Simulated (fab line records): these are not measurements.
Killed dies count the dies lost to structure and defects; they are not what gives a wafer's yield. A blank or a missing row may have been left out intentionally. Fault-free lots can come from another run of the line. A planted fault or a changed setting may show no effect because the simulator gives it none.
fab line records | flow nandHarc
[record] lots = 12 | wafers = 32 | lastDay = 24
route steps=1159 shown A_CONTACT@907 END@1159
lots with no fault: from the same line, run without faults
startH: the number of hours between the record's first day and the start of the first shown wafer of the lot | waitH: hours from the lot's prior step to this one | " same as the row above | L1.1+2: one row covering several wafers at once | - no value, or no start given | * or withheld: withheld | < > ~ a bound
route shown NAME@n: names a module that has steps shown in the file, with the first one's number in the route | usual: mean and standard deviation over wafers with no fault | same: alike in all rows | chamber/n: place in a boat | sites: per-site readings | _std_site: how widely they spread, as a standard deviation | _edge_site: inner sites' mean taken away from outer sites' mean | radiusMm: how far each site lies from the wafer's centre | mask NAME#n: copy n | behind: the most recent tool/chamber to have shaped the wafer | hold: cause of the lot's hold/its duration in hours/its outcome | device: which transistor (n, p or np) failed to switch | end of line: tests run on the same wafers once the route is complete | a step without rows: its recipe alone | killed: not the wafer's yield, but the dies lost to structure and defects at the first sort | map: dies across one wafer; x = killed, . = not, _ = none there
set.NAME: the setting the step ran with; set.NAME@STEP: the setting that earlier step ran with | model.NAME: the simulator's own value behind a step, which no gauge read
steps of the route over a sample of lots; a table a step, a row a wafer
services: from which hour (startH, from the record's first day; less than 0 if before it) a tool's chamber was out of use, for how many hours, and why
[[steps]]
[step NHARC_A_CONTACT_ETCH_127]
[recipe] sourceW = withheld | pressureMtorr = 20 | biasV = 1200 | timeS = 155 | targetDepthA = 9560 | arFlowSccm = withheld | c4f8FlowSccm = withheld | o2FlowSccm = withheld | chemistry = C4F8/O2/Ar
lot.wafer | tool          | chamber | startH | waitH | rfHoursCounterH
L679.2    | harCapEtch-03 | 0       | 380.06 | 0.1   | 86
L679.6    | "             | 0       | "      | "     | -
L679.5    | "             | 1       | "      | "     | -
L677.2    | harCapEtch-01 | 1       | 384.63 | 0.1   | 56
L677.3    | "             | 0       | "      | "     | -
L677.6    | "             | 0       | "      | "     | -
L682.2    | harCapEtch-03 | 0       | 392.79 | 0.1   | 89
L682.3    | "             | 0       | "      | "     | -
L682.6    | "             | 0       | "      | "     | -
L683.1    | harCapEtch-03 | 0       | 398.32 | 0.1   | 91
L680.5    | harCapEtch-03 | 0       | 405.98 | 0.1   | -
L687.1    | harCapEtch-01 | 0       | 437.76 | 0.1   | 66
L687.5    | "             | 1       | "      | "     | -
L687.6    | "             | 0       | "      | "     | -
L693.1    | harCapEtch-01 | 1       | 473.58 | 0.1   | 73
L693.3    | "             | 0       | "      | "     | -
L693.5    | "             | 0       | "      | "     | -
L692.2    | harCapEtch-03 | 0       | 476.03 | 0.1   | 103
L692.3    | "             | 0       | "      | "     | -
L692.5    | "             | 0       | "      | "     | -
L696.2    | harCapEtch-03 | 1       | 481.83 | 0.1   | 106
L696.3    | "             | 0       | "      | "     | -
L696.6    | "             | 1       | "      | "     | -
L697.1    | harCapEtch-01 | 0       | 491.08 | 0.1   | 78
L697.3    | "             | 0       | "      | "     | -
L697.5    | "             | 0       | "      | "     | -
L698.3    | harCapEtch-01 | 0       | 496.49 | 0.1   | -
L698.5    | "             | 1       | "      | "     | -
L698.6    | "             | 0       | "      | "     | -
L700.2    | harCapEtch-02 | 1       | 518.46 | 0.1   | 35
L700.3    | "             | 1       | "      | "     | -
L700.5    | "             | 0       | "      | "     | -
[step NHARC_A_CONTACT_ETCH_132]
[recipe] sourceW = withheld | pressureMtorr = 20 | biasV = 1200 | timeS = 156 | targetDepthA = 9580 | arFlowSccm = withheld | c4f8FlowSccm = withheld | o2FlowSccm = withheld | chemistry = C4F8/O2/Ar
lot.wafer | tool          | chamber | startH | waitH | rfHoursCounterH
L679.2    | harCapEtch-03 | 0       | 380.76 | 0.1   | 87
L679.6    | "             | 0       | "      | "     | -
L679.5    | "             | 1       | "      | "     | -
L677.2    | harCapEtch-01 | 1       | 385.35 | 0.1   | 57
L677.3    | "             | 0       | "      | "     | -
L677.6    | "             | 0       | "      | "     | -
L682.2    | harCapEtch-03 | 0       | 393.50 | 0.1   | 90
L682.3    | "             | 0       | "      | "     | -
L682.6    | "             | 0       | "      | "     | -
L683.1    | harCapEtch-03 | 0       | 399.03 | 0.1   | 91
L680.5    | harCapEtch-03 | 0       | 406.69 | 0.1   | -
L687.1    | harCapEtch-01 | 0       | 438.46 | 0.1   | 66
L687.5    | "             | 1       | "      | "     | -
L687.6    | "             | 0       | "      | "     | -
L693.1    | harCapEtch-01 | 1       | 474.29 | 0.1   | 74
L693.3    | "             | 0       | "      | "     | -
L693.5    | "             | 0       | "      | "     | -
L692.2    | harCapEtch-03 | 0       | 476.74 | 0.1   | 104
L692.3    | "             | 0       | "      | "     | -
L692.5    | "             | 0       | "      | "     | -
L696.2    | harCapEtch-03 | 1       | 482.54 | 0.1   | 106
L696.3    | "             | 0       | "      | "     | -
L696.6    | "             | 1       | "      | "     | -
L697.1    | harCapEtch-01 | 0       | 491.79 | 0.1   | 78
L697.3    | "             | 0       | "      | "     | -
L697.5    | "             | 0       | "      | "     | -
L698.3    | harCapEtch-01 | 0       | 497.20 | 0.1   | -
L698.5    | "             | 1       | "      | "     | -
L698.6    | "             | 0       | "      | "     | -
L700.2    | harCapEtch-02 | 1       | 519.17 | 0.1   | 36
L700.3    | "             | 1       | "      | "     | -
L700.5    | "             | 0       | "      | "     | -
[step NHARC_A_CONTACT_DEP_85]
[recipe] targetThkA = 500 | targetThkNm = 50 | tempC = 400 | pressureTorr = 3.5 | flowSccm = 200 | rfW = 350 | material = SiON
[usual] heaterPowerOuterW = 462/39 | heaterPowerW = 758/62 | rfFwdPowerW = 348.6/1
lot.wafer | tool     | chamber | startH | waitH | heaterPowerOuterW | heaterPowerW | rfFwdPowerW
L679.2    | pecvd-02 | 2       | 384.18 | 1.1   | 429               | 711          | 348.0
L679.6    | "        | 0       | "      | "     | 491               | 763          | 348.8
L679.5    | "        | 1       | "      | "     | 484               | 809          | 348.9
L677.2    | pecvd-02 | 0       | 388.78 | 0.9   | 402               | 622          | 350.2
L677.3    | "        | 1       | "      | "     | 415               | 744          | 347.6
L677.6    | "        | 2       | "      | "     | 505               | 789          | 347.1
L682.3    | pecvd-01 | 1       | 397.10 | 0.7   | 462               | 786          | 349.1
L682.2    | "        | 2       | "      | "     | 382               | 589          | 347.9
L682.6    | "        | 2       | "      | "     | 375               | 611          | 350.2
L683.1    | pecvd-04 | 2       | 404.21 | 1.1   | 509               | 791          | 349.1
L680.5    | pecvd-01 | 0       | 410.92 | 0.3   | 415               | 721          | 349.0
L687.1    | pecvd-01 | 0       | 441.65 | 1.1   | 510               | 828          | 350.1
L687.6    | "        | 2       | "      | "     | 466               | 747          | 349.7
L687.5    | "        | 0       | "      | "     | 513               | 856          | 349.7
L693.1    | pecvd-01 | 1       | 480.36 | 1.1   | 452               | 773          | 350.1
L693.3    | "        | 2       | "      | "     | 498               | 778          | 348.5
L693.5    | "        | 0       | "      | "     | 490               | 827          | 347.3
L692.3    | pecvd-04 | 1       | 483.03 | 0.6   | 437               | 760          | 348.8
L692.2    | "        | 0       | "      | "     | 440               | 713          | 347.4
L692.5    | "        | 2       | "      | "     | 524               | 818          | 348.7
L696.3    | pecvd-02 | 2       | 489.81 | 0.7   | 475               | 775          | 347.1
L696.2    | "        | 0       | "      | "     | 484               | 727          | 348.2
L696.6    | "        | 1       | "      | "     | 462               | 814          | 348.5
L697.3    | pecvd-02 | 1       | 495.98 | 0.6   | 481               | 836          | 347.0
L697.1    | "        | 2       | "      | "     | 508               | 825          | 349.1
L697.5    | "        | 2       | "      | "     | 516               | 828          | 348.5
L698.3    | pecvd-04 | 1       | 501.77 | 0.7   | 443               | 799          | 349.2
L698.5    | "        | 0       | "      | "     | 491               | 800          | 348.4
L698.6    | "        | 1       | "      | "     | 457               | 786          | 349.1
L700.2    | pecvd-01 | 2       | 523.41 | 1.0   | 398               | 638          | 348.6
L700.3    | "        | 0       | "      | "     | 449               | 770          | 349.8
L700.5    | "        | 2       | "      | "     | 393               | 632          | 347.8
[step NHARC_A_CONTACT_DESCUM_13]
[recipe] timeS = 3 | o2FlowSccm = 200 | arFlowSccm = 0 | biasPowerW = 0 | chemistry = O2
[usual] drypumpMotorCurrentA = 5.7/0.41 | oesProductAu = 1.003/0.0062 | rfVppV = 57.9/0.98 | showerheadPlenumPTorr = 1.95/0.091 | throttleValvePct = 11.311/0.0086
[same] biasPowerW = 0
lot.wafer | tool       | chamber | startH | waitH | hold                    | drypumpMotorCurrentA | oesProductAu | rfHoursCounterH | rfVppV | showerheadPlenumPTorr | throttleValvePct
L679.2    | rieDiel-11 | 3       | 384.97 | 0.1   | -                       | 5.8                  | 0.996        | 3               | 58.8   | 1.94                  | 11.308
L679.5    | "          | 3       | "      | "     | -                       | 5.8                  | 0.997        | -               | 59.5   | 1.94                  | 11.321
L679.6    | "          | 0       | "      | "     | -                       | 5.6                  | 0.994        | -               | 57.7   | 2.02                  | 11.318
L677.2    | rieDiel-11 | 1       | 389.69 | 0.1   | -                       | 5.5                  | 1.011        | 5               | 57.2   | 2.03                  | 11.322
L677.3    | "          | 2       | "      | "     | -                       | 5.8                  | 1.007        | 5               | 56.9   | 1.80                  | 11.308
L677.6    | "          | 1       | "      | "     | -                       | 5.5                  | 1.004        | -               | 60.5   | 2.03                  | 11.313
L682.3    | rieDiel-11 | 2       | 397.98 | 0.1   | -                       | 5.8                  | 1.011        | 7               | 55.9   | 1.80                  | 11.299
L682.2    | "          | 1       | "      | "     | -                       | 5.6                  | 0.998        | 7               | 59.0   | 2.03                  | 11.300
L682.6    | "          | 2       | "      | "     | -                       | 5.8                  | 0.999        | -               | 56.8   | 1.80                  | 11.291
L683.1    | rieDiel-11 | 2       | 407.32 | 2.1   | awaitDispo/2.1h/release | 5.8                  | 0.997        | 8               | 57.5   | 1.80                  | 11.314
L680.5    | rieDiel-11 | 1       | 414.84 | 3.1   | awaitDispo/3.0h/release | 5.5                  | 1.007        | -               | 59.3   | 2.03                  | 11.309
L687.1    | rieDiel-01 | 1       | 442.51 | 0.1   | -                       | 5.7                  | 1.013        | 45              | 58.2   | 1.92                  | 11.300
L687.5    | "          | 0       | "      | "     | -                       | 6.3                  | 1.003        | -               | 56.8   | 1.76                  | 11.303
L687.6    | "          | 1       | "      | "     | -                       | 5.7                  | 0.999        | -               | 57.6   | 1.92                  | 11.312
L693.1    | rieDiel-01 | 3       | 481.24 | 0.1   | -                       | 6.3                  | 0.992        | 63              | 58.0   | 1.98                  | 11.312
L693.3    | "          | 2       | "      | "     | -                       | 6.6                  | 0.997        | 61              | 58.4   | 1.89                  | 11.321
L693.5    | "          | 3       | "      | "     | -                       | 6.2                  | 0.990        | -               | 58.2   | 1.98                  | 11.310
L692.2    | rieDiel-12 | 1       | 483.81 | 0.1   | -                       | 5.2                  | 1.002        | 36              | 59.4   | 1.99                  | 11.309
L692.3    | "          | 2       | "      | "     | -                       | 4.8                  | 0.999        | 31              | 57.3   | 2.07                  | 11.304
L692.5    | "          | 2       | "      | "     | -                       | 4.8                  | 1.007        | -               | 58.1   | 2.07                  | 11.315
L696.2    | rieDiel-01 | 1       | 490.57 | 0.1   | -                       | 5.7                  | 1.007        | 63              | 58.3   | 1.92                  | 11.312
L696.3    | "          | 3       | "      | "     | -                       | 6.2                  | 0.999        | 66              | 57.9   | 1.98                  | 11.298
L696.6    | "          | 2       | "      | "     | -                       | 6.6                  | 1.001        | -               | 59.2   | 1.89                  | 11.307
L697.1    | rieDiel-11 | 1       | 496.90 | 0.1   | -                       | 5.5                  | 1.004        | 22              | 57.9   | 2.03                  | 11.315
L697.3    | "          | 2       | "      | "     | -                       | 5.8                  | 1.002        | 24              | 56.7   | 1.80                  | 11.318
L697.5    | "          | 0       | "      | "     | -                       | 5.6                  | 1.010        | -               | 57.9   | 2.01                  | 11.306
L698.3    | rieDiel-12 | 0       | 502.53 | 0.1   | -                       | 5.5                  | 1.004        | 44              | 56.4   | 2.04                  | 11.292
L698.5    | "          | 3       | "      | "     | -                       | 5.4                  | 1.009        | -               | 59.7   | 2.04                  | 11.298
L698.6    | "          | 0       | "      | "     | -                       | 5.5                  | 1.016        | -               | 56.9   | 2.04                  | 11.312
L700.3    | rieDiel-11 | 0       | 524.32 | 0.1   | -                       | 5.6                  | 0.996        | 28              | 57.1   | 2.01                  | 11.331
L700.2    | "          | 2       | "      | "     | -                       | 5.8                  | 0.994        | 30              | 58.0   | 1.79                  | 11.301
L700.5    | "          | 0       | "      | "     | -                       | 5.6                  | 1.001        | -               | 58.0   | 2.01                  | 11.312
[step NHARC_A_CONTACT_ETCH_88]
[recipe] targetDepthA = 390 | overEtchFrac = 0.3 | timeS = 65 | ionEnergyEv = 80 | cf4FlowSccm = 150 | arFlowSccm = 0 | rfW = 300 | biasW = 100 | chemistry = CF4
[usual] cf4FlowSccm = 150.0/0.42 | drypumpMotorCurrentA = 5.8/0.4 | oesProductAu = 1.002/0.0067 | rfFwdPowerW = 297.3/1.1 | rfVppV = 151.6/1.2 | showerheadPlenumPTorr = 1.80/0.076 | throttleValvePct = 13.285/0.0089
lot.wafer | tool       | chamber | startH | waitH | cf4FlowSccm | drypumpMotorCurrentA | oesProductAu | rfFwdPowerW | rfHoursCounterH | rfVppV | showerheadPlenumPTorr | throttleValvePct
L679.2    | rieDiel-11 | 3       | 385.05 | 0.1   | 149.9       | 5.8                  | 1.005        | 296.8       | 3               | 151.5  | 1.79                  | 13.282
L679.5    | "          | 3       | "      | "     | 150.4       | 5.8                  | 1.001        | 299.1       | -               | 151.0  | 1.79                  | 13.274
L679.6    | "          | 0       | "      | "     | 150.2       | 5.6                  | 1.002        | 298.6       | -               | 151.9  | 1.86                  | 13.281
L677.3    | rieDiel-11 | 3       | 389.78 | 0.1   | 149.5       | 5.8                  | 0.988        | 296.1       | 4               | 151.8  | 1.79                  | 13.289
L677.2    | "          | 0       | "      | "     | 150.3       | 5.6                  | 0.997        | 298.2       | 5               | 151.6  | 1.86                  | 13.279
L677.6    | "          | 1       | "      | "     | 150.0       | 5.6                  | 0.992        | 296.9       | -               | 152.3  | 1.87                  | 13.291
L682.2    | rieDiel-11 | 1       | 398.07 | 0.1   | 150.1       | 5.6                  | 0.995        | 296.3       | 7               | 153.5  | 1.87                  | 13.291
L682.3    | "          | 2       | "      | "     | 148.7       | 5.8                  | 1.009        | 294.9       | 7               | 149.2  | 1.67                  | 13.292
L682.6    | "          | 0       | "      | "     | 149.5       | 5.6                  | 0.996        | 296.7       | -               | 153.3  | 1.85                  | 13.295
L683.1    | rieDiel-11 | 3       | 407.43 | 0.1   | 149.6       | 5.8                  | 1.001        | 297.2       | 9               | 152.2  | 1.79                  | 13.275
L680.5    | rieDiel-11 | 2       | 414.92 | 0.1   | 149.6       | 5.7                  | 1.001        | 298.3       | -               | 151.4  | 1.67                  | 13.286
L687.1    | rieDiel-01 | 3       | 442.59 | 0.1   | 149.6       | 6.3                  | 1.005        | 298.2       | 47              | 151.3  | 1.83                  | 13.291
L687.6    | "          | 3       | "      | "     | 149.6       | 6.3                  | 1.010        | 298.6       | -               | 151.0  | 1.83                  | 13.282
L687.5    | "          | 0       | "      | "     | 149.6       | 6.4                  | 1.007        | 297.0       | -               | 150.6  | 1.64                  | 13.285
L693.1    | rieDiel-01 | 2       | 481.34 | 0.1   | 150.0       | 6.7                  | 1.006        | 298.3       | 61              | 150.3  | 1.75                  | 13.285
L693.3    | "          | 1       | "      | "     | 149.2       | 5.7                  | 1.011        | 297.8       | 61              | 151.4  | 1.77                  | 13.280
L693.5    | "          | 1       | "      | "     | 150.5       | 5.7                  | 1.000        | 297.4       | -               | 151.7  | 1.77                  | 13.284
L692.3    | rieDiel-12 | 0       | 483.90 | 0.1   | 149.7       | 5.6                  | 0.996        | 296.2       | 36              | 151.3  | 1.88                  | 13.296
L692.2    | "          | 3       | "      | "     | 149.5       | 5.4                  | 1.009        | 297.0       | 31              | 152.1  | 1.88                  | 13.284
L692.5    | "          | 0       | "      | "     | 149.6       | 5.6                  | 0.997        | 294.4       | -               | 152.8  | 1.88                  | 13.298
L696.2    | rieDiel-01 | 3       | 490.67 | 0.1   | 149.8       | 6.2                  | 1.000        | 295.6       | 66              | 151.2  | 1.83                  | 13.282
L696.3    | "          | 2       | "      | "     | 149.5       | 6.6                  | 1.003        | 297.2       | 63              | 152.2  | 1.75                  | 13.290
L696.6    | "          | 2       | "      | "     | 150.3       | 6.6                  | 0.992        | 296.2       | -               | 149.4  | 1.75                  | 13.288
L697.3    | rieDiel-11 | 0       | 496.97 | 0.1   | 149.8       | 5.6                  | 1.003        | 299.5       | 24              | 151.9  | 1.85                  | 13.284
L697.1    | "          | 2       | "      | "     | 149.5       | 5.8                  | 1.014        | 295.1       | 24              | 151.9  | 1.67                  | 13.282
L697.5    | "          | 1       | "      | "     | 150.4       | 5.6                  | 1.010        | 298.4       | -               | 153.5  | 1.86                  | 13.291
L698.3    | rieDiel-12 | 3       | 502.64 | 0.1   | 150.5       | 5.3                  | 1.004        | 298.0       | 39              | 152.5  | 1.88                  | 13.283
L698.6    | "          | 0       | "      | "     | 149.3       | 5.6                  | 1.000        | 298.3       | -               | 152.0  | 1.88                  | 13.285
L698.5    | "          | 2       | "      | "     | 149.5       | 4.8                  | 1.002        | 298.4       | -               | 151.3  | 1.90                  | 13.278
L700.3    | rieDiel-11 | 3       | 524.40 | 0.1   | 150.3       | 5.8                  | 0.996        | 297.0       | 31              | 152.5  | 1.78                  | 13.288
L700.2    | "          | 2       | "      | "     | 150.2       | 5.8                  | 1.004        | 297.3       | 30              | 151.2  | 1.67                  | 13.293
L700.5    | "          | 3       | "      | "     | 150.2       | 5.8                  | 0.996        | 298.0       | -               | 151.9  | 1.78                  | 13.287
[step NHARC_END_SORT_01]
[recipe] tempC = 25
[usual] killedAtArray = 24/7.4 | killedAtOther = 0.5/0.81 | killedAtPeriphery = 3.4/2.3 | killedDies = 28/8 | killedOpen = 3.4/1.8 | killedShort = 2.0/1.4
[same] grossDies = 677
lot.wafer | tool      | chamber | startH | waitH | killedAtArray | killedAtOther | killedAtPeriphery | killedDies | killedOpen | killedShort
L683.1    | prober-02 | 0       | 473.36 | 2.6   | 99            | 0             | 5                 | 104        | 7          | 2
L680.5    | prober-01 | 0       | 477.07 | 3.7   | 83            | 2             | 3                 | 88         | 4          | 3
// killed by level:class
L683.1 A_CONTACT:unspecified=77 A_CHANNEL_HOLE_D1:chamberFilmFlake=7 A_SLIT:chamberFilmFlake=4 A_SOURCE_PLATE:geometricParticle:open=2 A_SOURCE_PLATE:geometricParticle:short=2 A_CHANNEL_FILL_D1:chamberFilmFlake=2 P_GATE:geometricParticle:open=1 P_CONTACT:geometricParticle:open=1
L680.5 A_CONTACT:unspecified=67 A_CHANNEL_HOLE_D1:chamberFilmFlake=3 A_SLIT:chamberFilmFlake=3 A_BONDPAD:chamberFilmFlake=3 A_SGD_CUT:chamberFilmFlake=2 P_CONTACT:geometricParticle:open=1 P_M0:geometricParticle:short=1 A_CHANNEL_FILL_D1:geometricParticle:short=1
[[services]]
tool          | chamber | startH | hours | kind
pecvd-04      | -       | 358.27 | 0.8   | repair
rieDiel-11    | -       | 366.53 | 9.0   | pm
rieDiel-11    | 0       | 366.53 | 9.0   | ventCycle
rieDiel-11    | 1       | 366.53 | 9.0   | ventCycle
rieDiel-11    | 2       | 366.53 | 9.0   | ventCycle
rieDiel-11    | 3       | 366.53 | 9.0   | ventCycle
pecvd-01      | 1       | 367.07 | 10.4  | repair
rieDiel-01    | -       | 370.63 | 0.4   | repair
pecvd-04      | -       | 376.32 | 13.0  | pm
rieDiel-12    | -       | 379.62 | 9.0   | pm
pecvd-04      | 2       | 396.96 | 4.9   | repair
pecvd-01      | -       | 418.19 | 13.0  | pm
pecvd-04      | -       | 422.61 | 2.7   | repair
pecvd-04      | -       | 429.73 | 3.8   | repair
rieDiel-01    | -       | 437.94 | 0.2   | repair
harCapEtch-02 | -       | 439.59 | 0.3   | repair
harCapEtch-01 | -       | 440.34 | 0.3   | repair
rieDiel-11    | 0       | 441.10 | 3.3   | repair
rieDiel-11    | 1       | 454.41 | 2.5   | repair
rieDiel-01    | 0       | 490.11 | 22.5  | repair
rieDiel-01    | -       | 491.99 | 9.0   | pm
rieDiel-11    | 0       | 500.70 | 10.5  | repair
pecvd-02      | -       | 515.04 | 13.0  | pm
rieDiel-12    | 0       | 517.68 | 12.1  | repair
[[key]]
[firstSign] step = NHARC_END_SORT_01 | reading = killedAtArray | direction = up | sigmas = 9 | usual = 24 | struck = 91
[effect] step = NHARC_END_SORT_01 | reading = killedDies | direction = up | sigmas = 8.5 | usual = 28 | struck = 96
[moreKillsBornAt] NHARC_A_CONTACT_ETCH_127@harCapEtch-03 = 140
metAt NHARC_A_CONTACT_ETCH_127
struckLots L680,L683
struckWafers L680.5,L683.1
testerLeftOut L680,L683
notActingAt NHARC_A_CONTACT_ETCH_132,NHARC_A_CONTACT_DEP_85,NHARC_A_CONTACT_ETCH_88
onsetBetween 392.79 398.32
[fault] kind = chamberParticleSource | tool = harCapEtch-03 | chamber = 0 | onsetH = 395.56 | steps = NHARC_A_CONTACT_ETCH_127 | ratePerVisitCm2 = 0.4218 | endH = 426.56
// testerLeftOut: of these lots the tester's yield and bins aren't shown, on N5 and GAA mostly nor the transistor test; their killed dies are dies lost to structure and defects alone, not to doping, threshold or leakage, so they don't give the yield
